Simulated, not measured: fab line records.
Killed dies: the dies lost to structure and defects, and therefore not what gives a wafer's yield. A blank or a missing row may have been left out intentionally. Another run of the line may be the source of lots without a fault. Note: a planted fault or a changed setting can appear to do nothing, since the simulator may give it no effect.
Matching of chambers | flow n5_finfet | N5_BEOL_M1_CO_CAP_55 on cvd_co-02 has 3 sister chambers
The step material Co, precursor CCTBA/H2, target thk 2 nm, time 102.1 s. 6 wafers are shown with their chamber, then 12 later ones without.

== WAFERS PAIRED WITH THEIR CHAMBERS ==
wafer  | chamber | heater_power_w (W)
L083.3 | 0       | 230
L083.5 | 1       | 241
L083.6 | 2       | 236
L090.1 | 1       | 241
L090.2 | 2       | 233
L090.6 | 0       | 220

== WAFERS WHOSE CHAMBER IS MISSING ==
wafer  | heater_power_w (W)
L091.1 | 235
L091.4 | 234
L091.5 | 221
L096.1 | 234
L096.3 | 235
L096.5 | 249
L097.1 | 242
L097.2 | 222
L097.3 | 231
L097.4 | 234
L097.5 | 220
L097.6 | 231

== WHICH CHAMBER EACH ONE RAN IN ==
wafer  | from the rows above          | in truth
L091.1 | can't be placed: 2 or 1      | 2
L091.4 | can't be placed: 2 or 1 or 0 | 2
L091.5 | 0                            | 0
L096.1 | can't be placed: 2 or 1 or 0 | 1
L096.3 | can't be placed: 2 or 1      | 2
L096.5 | can't be placed: 1 or 2      | 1
L097.1 | can't be placed: 1 or 2      | 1
L097.2 | 0                            | 0
L097.3 | can't be placed: 2 or 0 or 1 | 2
L097.4 | can't be placed: 2 or 1 or 0 | 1
L097.5 | 0                            | 0
L097.6 | can't be placed: 2 or 0 or 1 | 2
Correct placement for 3 of the 12. Cannot be placed on the basis of these rows: 9; the candidates contain the true chamber in 9. Placed wrongly: 0.
How it was worked out, from the rows above alone: a wafer's distance from a chamber is the root of the sum, over the readings, of the square of ((its reading less the chamber's mean) divided by the reading's scatter). If the next closest chamber is less than 2 further off than the closest, the wafer can't be placed; otherwise it belongs to the closest. Each chamber's mean is taken over the wafers shown for it. How the scatter is found: for the shown wafers, subtract from each reading the mean of its chamber, square and add these, divide the total by (wafers less chambers), then take the root.
